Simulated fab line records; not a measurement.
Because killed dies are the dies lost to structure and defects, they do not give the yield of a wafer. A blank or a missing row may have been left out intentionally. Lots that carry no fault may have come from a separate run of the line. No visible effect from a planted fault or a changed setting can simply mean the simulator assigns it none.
fab line records	flow n5Finfet
record lots=24	wafers=72	lastDay=18
route steps=1938 shown BEOL_M2@844
lots that met no fault: from a run of the same line without faults
startH: hours from the record's first day to the start of the lot's first wafer shown	waitH: time in hours since the lot's previous step	" identical to the entry in the row above	L1.1+2: a single row standing in for several wafers	- value missing, or start not given	* or withheld: withheld	< > ~ a bound
route shown NAME@n: names a module that has steps shown in the file, with the first one's number in the route	usual: mean/standard deviation taken from wafers without a fault	same: alike in all rows	chamber/n: place in a boat	sites: each site's reading	_std_site: their standard deviation	_edge_site: the outer-site mean with the inner-site mean subtracted	radiusMm: for every site, how far away it sits from the centre of the wafer	mask NAME#n: copy n	behind: the tool/chamber that last shaped the wafer	hold: reason for holding the lot/hours on hold/outcome of the hold	device: the transistor (n, p or np) that didn't switch	end of line: the same wafers' tests at the end of the route	a step given without rows: its recipe and nothing more	killed: dies that structure and defects cost at the first sort, which is not the same as the wafer's yield	map: a wafer's dies, marking killed ones x, the rest . and places with no die _
set.NAME: the run value of the setting; set.NAME@STEP: its run value at that earlier step	model.NAME: the simulator's own value behind a step, which no gauge read
steps of the route over a sample of lots; a table a step, a row a wafer
services: the hour from which a tool's chamber was out of use, counted from the record's first day as startH (under 0 if before that day), plus the number of hours and why
## steps
# step N5_BEOL_M2_HM_DEP_02
# recipe material=TiN	targetThkA=200	tempC=25	chamberPressurePa=0.49996
# usual substrateTempC=25.00/0.12	susceptorTempC=25.01/0.12	throttleValvePct=30.0/1.2
lot.wafer	tool	chamber	startH	waitH	substrateTempC	susceptorTempC	throttleValvePct
L074.3	pvdSputter-01	-	137.73	0.6	25.02	24.93	29.4
L074.4	"	-	"	"	25.01	25.05	30.1
L074.6	"	-	"	"	25.01	24.90	29.5
L075.1	pvdSputter-03	-	147.64	1.7	25.11	24.84	30.1
L075.2	"	-	"	"	25.09	25.07	31.6
L075.4	"	-	"	"	25.01	25.09	29.1
L076.2	pvdSputter-01	-	149.44	1.0	25.07	25.08	30.4
L076.3	"	-	"	"	25.12	25.06	29.4
L076.5	"	-	"	"	24.79	24.83	30.0
L077.1	pvdSputter-01	-	163.45	1.8	25.08	25.07	30.5
L077.3	"	-	"	"	24.85	24.82	29.1
L077.5	"	-	"	"	25.02	25.21	30.3
L078.1	pvdSputter-02	-	166.46	1.7	25.03	25.04	29.0
L078.3	"	-	"	"	25.12	25.00	28.3
L078.6	"	-	"	"	25.12	24.99	28.3
L079.3	pvdSputter-02	-	168.75	0.4	24.93	24.99	28.8
L079.4	"	-	"	"	24.96	24.95	32.7
L079.5	"	-	"	"	25.03	24.99	28.6
L080.1	pvdSputter-01	-	176.61	1.3	24.96	24.68	29.0
L080.3	"	-	"	"	25.14	24.98	30.3
L080.5	"	-	"	"	24.83	24.80	29.2
L081.2	pvdSputter-01	-	176.81	1.0	25.07	25.06	28.8
L081.4	"	-	"	"	25.13	24.82	29.4
L081.6	"	-	"	"	25.08	24.79	29.7
L082.3	pvdSputter-02	-	180.03	0.4	25.29	24.96	32.8
L082.5	"	-	"	"	25.26	24.88	28.3
L082.6	"	-	"	"	24.96	25.09	30.8
L083.2	pvdSputter-02	-	189.48	0.6	25.12	25.13	32.7
L083.4	"	-	"	"	25.16	25.08	28.6
L083.6	"	-	"	"	25.12	24.99	32.5
L084.1	pvdSputter-03	-	195.92	0.5	24.98	24.98	30.2
L084.4	"	-	"	"	24.92	25.23	30.2
L084.6	"	-	"	"	25.09	25.02	31.1
L085.2	pvdSputter-03	-	198.34	1.4	24.92	25.01	29.8
L085.3	"	-	"	"	24.75	25.09	29.0
L085.6	"	-	"	"	24.97	24.74	30.3
L086.2	pvdSputter-03	-	215.72	0.0	24.98	24.90	31.2
L086.5	"	-	"	"	24.83	24.96	30.3
L086.6	"	-	"	"	24.91	25.05	31.2
L087.1	pvdSputter-01	-	221.64	2.7	25.10	24.84	30.3
L087.2	"	-	"	"	24.91	25.00	28.9
L087.6	"	-	"	"	25.09	25.12	30.4
L088.4	pvdSputter-03	-	222.70	0.3	24.95	25.18	28.9
L088.5	"	-	"	"	24.91	25.21	29.4
L088.6	"	-	"	"	25.14	25.06	30.3
L090.2	pvdSputter-01	-	231.64	0.1	25.01	24.99	30.0
L090.3	"	-	"	"	25.19	24.97	30.2
L090.4	"	-	"	"	24.95	25.31	29.0
L089.3	pvdSputter-02	-	233.82	2.1	25.07	25.24	32.8
L089.4	"	-	"	"	24.98	25.02	31.2
L089.5	"	-	"	"	24.93	25.18	32.9
L091.1	pvdSputter-01	-	237.76	0.0	24.99	25.00	30.1
L091.2	"	-	"	"	24.86	24.88	29.4
L091.4	"	-	"	"	24.99	24.99	30.2
L092.3	pvdSputter-03	-	241.45	1.7	25.16	24.98	30.1
L092.5	"	-	"	"	24.88	25.13	30.2
L092.6	"	-	"	"	25.23	24.92	29.3
L093.1	pvdSputter-01	-	243.06	0.6	24.79	25.16	30.3
L093.3	"	-	"	"	24.79	24.96	29.1
L093.4	"	-	"	"	25.21	25.13	29.6
L094.1	pvdSputter-02	-	252.20	2.3	24.88	24.92	31.1
L094.3	"	-	"	"	24.93	25.08	28.1
L094.4	"	-	"	"	24.94	25.05	33.0
L095.2	pvdSputter-02	-	257.91	1.7	25.07	25.02	28.6
L095.3	"	-	"	"	25.17	25.00	32.8
L095.4	"	-	"	"	24.91	24.98	31.1
L096.2	pvdSputter-02	-	264.49	1.0	25.12	25.04	28.7
L096.3	"	-	"	"	25.13	25.03	32.7
L096.4	"	-	"	"	25.06	24.98	28.1
L097.2	pvdSputter-03	-	276.69	0.6	25.13	25.06	31.1
L097.4	"	-	"	"	24.88	25.04	30.0
L097.5	"	-	"	"	25.06	24.99	31.3
# step N5_BEOL_M2_CD_MEAS_28
# recipe targetCdNm=26.2	landingEnergyEv=500	detector=seInlens	targetCdYNm=24.1	polarity=opening
# usual cdNm=26.22/0.23
lot.wafer	tool	chamber	startH	waitH	cdNm
L074.3	cdSem-03	0	139.42	-	26.60
L074.4	"	0	"	"	26.71
L074.6	"	0	"	"	25.96
L075.1	cdSem-01	0	149.41	-	26.16
L075.2	"	0	"	"	26.41
L075.4	"	0	"	"	26.55
L076.2	cdSem-02	0	150.85	-	26.66
L076.3	"	0	"	"	26.37
L076.5	"	0	"	"	26.47
L077.1	cdSem-02	0	165.26	-	26.27
L077.3	"	0	"	"	26.19
L077.5	"	0	"	"	26.00
L078.1	cdSem-03	0	167.85	-	25.85
L078.3	"	0	"	"	26.13
L078.6	"	0	"	"	26.30
L079.3	cdSem-03	0	170.16	-	26.07
L079.4	"	0	"	"	26.32
L079.5	"	0	"	"	26.35
L080.1	cdSem-03	0	178.10	-	26.40
L080.3	"	0	"	"	26.02
L080.5	"	0	"	"	26.45
L081.2	cdSem-01	0	178.28	-	26.76
L081.4	"	0	"	"	26.45
L081.6	"	0	"	"	26.43
L082.3	cdSem-03	0	181.50	-	26.27
L082.5	"	0	"	"	26.24
L082.6	"	0	"	"	26.07
L083.2	cdSem-01	0	190.87	-	26.33
L083.4	"	0	"	"	26.25
L083.6	"	0	"	"	26.06
L084.1	cdSem-03	0	197.38	-	26.03
L084.4	"	0	"	"	26.22
L084.6	"	0	"	"	26.48
L085.2	cdSem-03	0	199.68	-	26.29
L085.3	"	0	"	"	26.26
L085.6	"	0	"	"	26.18
L086.2	cdSem-01	0	217.29	-	26.07
L086.5	"	0	"	"	25.84
L086.6	"	0	"	"	26.15
L087.1	cdSem-02	0	223.09	-	26.11
L087.2	"	0	"	"	26.25
L087.6	"	0	"	"	26.29
L088.4	cdSem-01	0	224.09	-	26.04
L088.5	"	0	"	"	26.15
L088.6	"	0	"	"	25.98
L090.2	cdSem-01	0	233.16	-	26.41
L090.3	"	0	"	"	26.27
L090.4	"	0	"	"	25.95
L089.3	cdSem-02	0	235.45	-	26.03
L089.4	"	0	"	"	26.10
L089.5	"	0	"	"	26.09
L091.1	cdSem-01	0	239.04	-	26.23
L091.2	"	0	"	"	26.76
L091.4	"	0	"	"	26.16
L092.3	cdSem-01	0	243.27	-	25.99
L092.5	"	0	"	"	26.20
L092.6	"	0	"	"	25.86
L093.1	cdSem-03	0	244.47	-	26.50
L093.3	"	0	"	"	26.03
L093.4	"	0	"	"	26.58
L094.1	cdSem-02	0	254.04	-	26.26
L094.3	"	0	"	"	26.29
L094.4	"	0	"	"	26.40
L095.2	cdSem-03	0	259.41	-	26.44
L095.3	"	0	"	"	25.78
L095.4	"	0	"	"	26.17
L096.2	cdSem-02	0	266.11	-	25.92
L096.3	"	0	"	"	25.94
L096.4	"	0	"	"	25.91
L097.2	cdSem-03	0	278.50	-	26.21
L097.4	"	0	"	"	26.16
L097.5	"	0	"	"	26.37
# step N5_BEOL_M2_OCD_MEAS_38
# usual trenchDepthNm=55.6/0.59
lot.wafer	tool	chamber	startH	waitH	trenchDepthNm
L074.3	ocd-02	-	144.54	-	55.6
L074.4	"	-	"	"	55.3
L074.6	"	-	"	"	55.3
L075.1	ocd-02	-	163.55	-	55.3
L075.2	"	-	"	"	55.7
L075.4	"	-	"	"	55.9
L076.2	ocd-01	-	164.03	-	56.1
L076.3	"	-	"	"	55.3
L076.5	"	-	"	"	55.4
L077.1	ocd-01	-	167.57	-	55.6
L077.3	"	-	"	"	54.2
L077.5	"	-	"	"	54.9
L078.1	ocd-02	-	170.47	-	56.2
L078.3	"	-	"	"	56.3
L078.6	"	-	"	"	55.8
L079.3	ocd-01	-	173.29	-	55.9
L079.4	"	-	"	"	56.9
L079.5	"	-	"	"	55.9
L080.1	ocd-01	-	184.28	-	56.6
L080.3	"	-	"	"	55.3
L080.5	"	-	"	"	56.5
L081.2	ocd-02	-	189.34	-	55.1
L081.4	"	-	"	"	55.1
L081.6	"	-	"	"	55.9
L082.3	ocd-02	-	189.41	-	55.6
L082.5	"	-	"	"	55.4
L082.6	"	-	"	"	56.5
L083.2	ocd-02	-	195.82	-	55.6
L083.4	"	-	"	"	54.8
L083.6	"	-	"	"	55.7
L084.1	ocd-01	-	200.42	-	56.8
L084.4	"	-	"	"	54.6
L084.6	"	-	"	"	55.1
L085.2	ocd-01	-	201.48	-	56.3
L085.3	"	-	"	"	56.3
L085.6	"	-	"	"	56.9
L086.2	ocd-01	-	218.06	-	55.4
L086.5	"	-	"	"	55.0
L086.6	"	-	"	"	55.8
L087.1	ocd-02	-	227.97	-	55.2
L087.2	"	-	"	"	55.7
L087.6	"	-	"	"	55.5
L088.4	ocd-02	-	234.39	-	55.4
L088.5	"	-	"	"	55.9
L088.6	"	-	"	"	56.2
L090.2	ocd-01	-	242.48	-	54.5
L090.3	"	-	"	"	55.3
L090.4	"	-	"	"	56.5
L089.3	ocd-01	-	248.97	-	55.8
L089.4	"	-	"	"	54.6
L089.5	"	-	"	"	55.2
L091.1	ocd-01	-	252.16	-	56.0
L091.2	"	-	"	"	55.4
L091.4	"	-	"	"	54.3
L093.1	ocd-01	-	254.97	-	55.3
L093.3	"	-	"	"	55.7
L093.4	"	-	"	"	55.4
L092.3	ocd-02	-	255.05	-	55.4
L092.5	"	-	"	"	56.5
L092.6	"	-	"	"	55.3
L094.1	ocd-02	-	258.05	-	55.8
L094.3	"	-	"	"	55.7
L094.4	"	-	"	"	56.3
L095.2	ocd-01	-	261.55	-	55.5
L095.3	"	-	"	"	56.2
L095.4	"	-	"	"	55.8
L096.2	ocd-02	-	269.97	-	53.8
L096.3	"	-	"	"	55.4
L096.4	"	-	"	"	55.9
L097.2	ocd-02	-	285.73	-	56.6
L097.4	"	-	"	"	55.1
L097.5	"	-	"	"	56.3
# step N5_BEOL_M2_CD_MEAS_35
# recipe targetCdNm=18	targetCdYNm=22.2	polarity=opening
# usual cdNm=18.0/0.32
lot.wafer	tool	chamber	startH	waitH	cdNm
L074.3	cdSem-03	-	144.70	0.0	17.8
L074.4	"	-	"	"	18.3
L074.6	"	-	"	"	17.8
L075.1	cdSem-03	-	163.71	0.0	17.7
L075.2	"	-	"	"	18.3
L075.4	"	-	"	"	18.1
L076.2	cdSem-01	-	164.18	0.0	17.9
L076.3	"	-	"	"	18.4
L076.5	"	-	"	"	17.9
L077.1	cdSem-03	-	167.72	0.0	17.7
L077.3	"	-	"	"	17.6
L077.5	"	-	"	"	17.6
L078.1	cdSem-01	-	170.62	0.0	18.4
L078.3	"	-	"	"	18.1
L078.6	"	-	"	"	18.6
L079.3	cdSem-02	-	173.45	0.0	18.1
L079.4	"	-	"	"	18.0
L079.5	"	-	"	"	17.7
L080.1	cdSem-03	-	184.43	0.0	18.3
L080.3	"	-	"	"	18.2
L080.5	"	-	"	"	18.3
L081.2	cdSem-03	-	189.49	0.0	17.8
L081.4	"	-	"	"	17.7
L081.6	"	-	"	"	18.0
L082.3	cdSem-03	-	189.57	0.0	18.2
L082.5	"	-	"	"	18.1
L082.6	"	-	"	"	18.4
L083.2	cdSem-03	-	195.97	0.0	18.0
L083.4	"	-	"	"	18.0
L083.6	"	-	"	"	17.6
L084.1	cdSem-03	-	200.57	0.0	18.5
L084.4	"	-	"	"	19.0
L084.6	"	-	"	"	19.0
L085.2	cdSem-01	-	201.64	0.0	17.7
L085.3	"	-	"	"	17.6
L085.6	"	-	"	"	17.5
L086.2	cdSem-02	-	218.21	0.0	18.5
L086.5	"	-	"	"	17.9
L086.6	"	-	"	"	18.0
L087.1	cdSem-02	-	228.12	0.0	18.1
L087.2	"	-	"	"	18.1
L087.6	"	-	"	"	18.0
L088.4	cdSem-02	-	234.54	0.0	18.1
L088.5	"	-	"	"	17.7
L088.6	"	-	"	"	17.9
L090.2	cdSem-02	-	242.63	0.0	17.9
L090.3	"	-	"	"	17.7
L090.4	"	-	"	"	17.8
L089.3	cdSem-03	-	249.13	0.0	18.1
L089.4	"	-	"	"	18.0
L089.5	"	-	"	"	17.6
L091.1	cdSem-03	-	252.32	0.0	17.9
L091.2	"	-	"	"	17.9
L091.4	"	-	"	"	18.1
L093.1	cdSem-03	-	255.12	0.0	18.2
L093.3	"	-	"	"	18.0
L093.4	"	-	"	"	17.6
L092.3	cdSem-02	-	255.21	0.0	17.9
L092.5	"	-	"	"	17.5
L092.6	"	-	"	"	18.2
L094.1	cdSem-02	-	258.21	0.0	18.9
L094.3	"	-	"	"	18.0
L094.4	"	-	"	"	18.4
L095.2	cdSem-03	-	261.70	0.0	18.2
L095.3	"	-	"	"	18.2
L095.4	"	-	"	"	18.2
L096.2	cdSem-02	-	270.16	0.0	17.9
L096.3	"	-	"	"	18.4
L096.4	"	-	"	"	18.1
L097.2	cdSem-01	-	285.88	0.0	18.2
L097.4	"	-	"	"	17.8
L097.5	"	-	"	"	17.8
# step N5_BEOL_M2_PRE_CLEAN_45
# recipe gas=H2/He	timeS=30	tempC=250
# usual heaterPowerW=338/19	susceptorTempC=250.00/0.19
lot.wafer	tool	chamber	startH	waitH	heaterPowerW	susceptorTempC
L074.3	pvdSputter-01	-	145.10	0.0	318	249.99
L074.4	"	-	"	"	348	250.00
L074.6	"	-	"	"	329	250.06
L075.1	pvdSputter-01	-	163.89	0.0	329	250.22
L075.2	"	-	"	"	351	249.75
L075.4	"	-	"	"	338	249.94
L076.2	pvdSputter-03	-	164.26	0.0	321	250.16
L076.3	"	-	"	"	333	250.27
L076.5	"	-	"	"	314	250.12
L077.1	pvdSputter-01	-	168.17	0.0	340	250.27
L077.3	"	-	"	"	339	249.74
L077.5	"	-	"	"	319	250.05
L078.1	pvdSputter-01	-	170.77	0.0	330	249.86
L078.3	"	-	"	"	355	250.10
L078.6	"	-	"	"	346	249.79
L079.3	pvdSputter-02	-	173.79	0.0	320	249.60
L079.4	"	-	"	"	361	249.81
L079.5	"	-	"	"	367	249.94
L080.1	pvdSputter-01	-	184.73	0.0	332	250.07
L080.3	"	-	"	"	335	249.92
L080.5	"	-	"	"	335	250.00
L081.2	pvdSputter-01	-	189.72	0.0	343	250.17
L081.4	"	-	"	"	306	249.93
L081.6	"	-	"	"	344	250.26
L082.3	pvdSputter-02	-	189.86	0.0	343	249.94
L082.5	"	-	"	"	365	250.30
L082.6	"	-	"	"	332	250.01
L083.2	pvdSputter-01	-	196.14	0.0	326	250.14
L083.4	"	-	"	"	331	250.40
L083.6	"	-	"	"	330	250.01
L084.1	pvdSputter-01	-	201.34	0.0	324	249.86
L084.4	"	-	"	"	338	249.96
L084.6	"	-	"	"	324	250.12
L085.2	pvdSputter-03	-	203.96	0.0	361	250.46
L085.3	"	-	"	"	379	249.93
L085.6	"	-	"	"	383	249.80
L086.2	pvdSputter-02	-	218.58	0.0	374	250.22
L086.5	"	-	"	"	310	249.46
L086.6	"	-	"	"	361	250.34
L087.1	pvdSputter-01	-	228.21	0.0	314	249.72
L087.2	"	-	"	"	347	249.93
L087.6	"	-	"	"	320	250.02
L088.4	pvdSputter-01	-	235.00	0.0	345	250.19
L088.5	"	-	"	"	342	250.39
L088.6	"	-	"	"	303	249.68
L090.2	pvdSputter-01	-	243.38	0.0	308	250.30
L090.3	"	-	"	"	346	249.68
L090.4	"	-	"	"	338	250.35
L089.3	pvdSputter-01	-	249.52	0.0	318	250.29
L089.4	"	-	"	"	340	250.04
L089.5	"	-	"	"	331	249.75
L091.1	pvdSputter-01	-	252.62	0.0	337	250.08
L091.2	"	-	"	"	315	249.79
L091.4	"	-	"	"	331	249.97
L093.1	pvdSputter-03	-	255.47	0.0	325	249.80
L093.3	"	-	"	"	372	249.82
L093.4	"	-	"	"	345	250.02
L092.3	pvdSputter-01	-	255.54	0.0	321	250.06
L092.5	"	-	"	"	356	250.18
L092.6	"	-	"	"	336	250.08
L094.1	pvdSputter-01	-	258.52	0.0	342	250.28
L094.3	"	-	"	"	320	249.71
L094.4	"	-	"	"	325	249.99
L095.2	pvdSputter-02	-	262.13	0.0	367	250.20
L095.3	"	-	"	"	347	249.73
L095.4	"	-	"	"	380	249.90
L096.2	pvdSputter-01	-	270.46	0.0	315	250.03
L096.3	"	-	"	"	340	249.81
L096.4	"	-	"	"	321	249.97
L097.2	pvdSputter-03	-	286.39	0.0	345	250.04
L097.4	"	-	"	"	365	249.83
L097.5	"	-	"	"	372	249.92
# step N5_BEOL_M2_SPUTTER_48
# recipe material=Cu	targetThkA=45	tempC=-20	chamberPressurePa=0.07	powerW=withheld	timeS=8.29
# usual substrateTempC=-19.99/0.11	susceptorTempC=-19.99/0.11	throttleValvePct=30.0/1.2
lot.wafer	tool	chamber	startH	waitH	substrateTempC	susceptorTempC	throttleValvePct
L074.3	pvdSputter-03	-	145.80	0.1	-19.95	-20.06	31.1
L074.4	"	-	"	"	-19.91	-20.20	30.4
L074.6	"	-	"	"	-20.16	-19.84	30.4
L075.1	pvdSputter-03	-	164.62	0.1	-20.06	-19.87	30.2
L075.2	"	-	"	"	-19.83	-20.10	29.3
L075.4	"	-	"	"	-19.97	-20.16	30.1
L076.2	pvdSputter-01	-	166.29	1.4	-19.87	-19.91	30.1
L076.3	"	-	"	"	-20.13	-20.10	28.9
L076.5	"	-	"	"	-20.06	-19.92	29.2
L077.1	pvdSputter-01	-	168.75	0.1	-20.08	-19.93	29.6
L077.3	"	-	"	"	-19.96	-20.02	30.1
L077.5	"	-	"	"	-20.06	-19.94	29.9
L078.1	pvdSputter-03	-	172.65	0.8	-20.02	-20.05	30.9
L078.3	"	-	"	"	-20.14	-19.83	30.0
L078.6	"	-	"	"	-20.13	-19.98	30.1
L079.3	pvdSputter-02	-	176.03	1.5	-20.07	-19.95	28.7
L079.4	"	-	"	"	-19.93	-19.93	32.7
L079.5	"	-	"	"	-20.06	-20.01	28.1
L080.1	pvdSputter-03	-	187.08	1.5	-19.96	-19.84	29.2
L080.3	"	-	"	"	-20.01	-19.86	30.8
L080.5	"	-	"	"	-19.88	-19.95	29.1
L081.2	pvdSputter-02	-	190.32	0.1	-20.09	-20.01	28.5
L081.4	"	-	"	"	-19.84	-19.88	32.6
L081.6	"	-	"	"	-19.97	-20.10	31.1
L082.3	pvdSputter-01	-	190.46	0.1	-19.95	-19.99	29.3
L082.5	"	-	"	"	-19.94	-20.07	29.1
L082.6	"	-	"	"	-19.86	-20.21	30.5
L083.2	pvdSputter-02	-	197.02	0.2	-20.10	-20.02	31.1
L083.4	"	-	"	"	-19.87	-19.89	28.7
L083.6	"	-	"	"	-20.01	-19.87	28.8
L084.1	pvdSputter-03	-	201.98	0.1	-19.82	-20.05	29.1
L084.4	"	-	"	"	-19.89	-19.87	30.9
L084.6	"	-	"	"	-19.91	-19.92	29.3
L085.2	pvdSputter-01	-	204.54	0.1	-19.89	-20.05	30.3
L085.3	"	-	"	"	-19.92	-20.14	29.1
L085.6	"	-	"	"	-20.09	-20.07	30.0
L086.2	pvdSputter-02	-	219.24	0.1	-20.06	-19.88	28.5
L086.5	"	-	"	"	-20.09	-19.99	28.6
L086.6	"	-	"	"	-20.05	-20.11	32.7
L087.1	pvdSputter-03	-	230.27	1.4	-20.03	-20.13	30.2
L087.2	"	-	"	"	-20.17	-19.98	30.1
L087.6	"	-	"	"	-19.89	-20.00	31.1
L088.4	pvdSputter-01	-	235.58	0.1	-19.93	-19.94	29.4
L088.5	"	-	"	"	-20.00	-19.75	29.4
L088.6	"	-	"	"	-19.92	-20.12	29.9
L090.2	pvdSputter-01	-	244.10	0.1	-19.92	-20.06	29.3
L090.3	"	-	"	"	-19.99	-20.08	29.1
L090.4	"	-	"	"	-20.08	-20.31	30.4
L089.3	pvdSputter-02	-	250.26	0.3	-20.03	-20.10	29.0
L089.4	"	-	"	"	-20.07	-19.98	32.7
L089.5	"	-	"	"	-19.99	-19.92	33.0
L091.1	pvdSputter-02	-	253.33	0.1	-20.05	-19.93	28.7
L091.2	"	-	"	"	-19.80	-19.89	32.6
L091.4	"	-	"	"	-20.15	-19.91	28.4
L093.1	pvdSputter-02	-	256.03	0.1	-20.01	-19.97	31.1
L093.3	"	-	"	"	-19.90	-19.91	28.6
L093.4	"	-	"	"	-20.12	-19.95	32.7
L092.3	pvdSputter-01	-	256.20	0.1	-19.93	-20.19	29.5
L092.5	"	-	"	"	-19.96	-20.08	29.2
L092.6	"	-	"	"	-20.08	-19.79	30.0
L094.1	pvdSputter-02	-	259.35	0.4	-19.89	-19.87	28.3
L094.3	"	-	"	"	-19.82	-19.96	32.8
L094.4	"	-	"	"	-20.24	-20.02	28.5
L095.2	pvdSputter-01	-	262.72	0.1	-20.07	-19.84	29.0
L095.3	"	-	"	"	-19.90	-20.10	29.9
L095.4	"	-	"	"	-20.08	-19.88	30.3
L096.2	pvdSputter-03	-	271.07	0.2	-19.97	-19.99	31.4
L096.3	"	-	"	"	-20.00	-19.88	29.2
L096.4	"	-	"	"	-19.92	-20.09	30.2
L097.2	pvdSputter-01	-	287.18	0.2	-19.95	-20.14	30.3
L097.4	"	-	"	"	-20.15	-20.26	29.4
L097.5	"	-	"	"	-19.78	-19.77	29.8
## services
tool	chamber	startH	hours	kind
pvdSputter-02	-	281.56	1.6	repair
## key
fault none
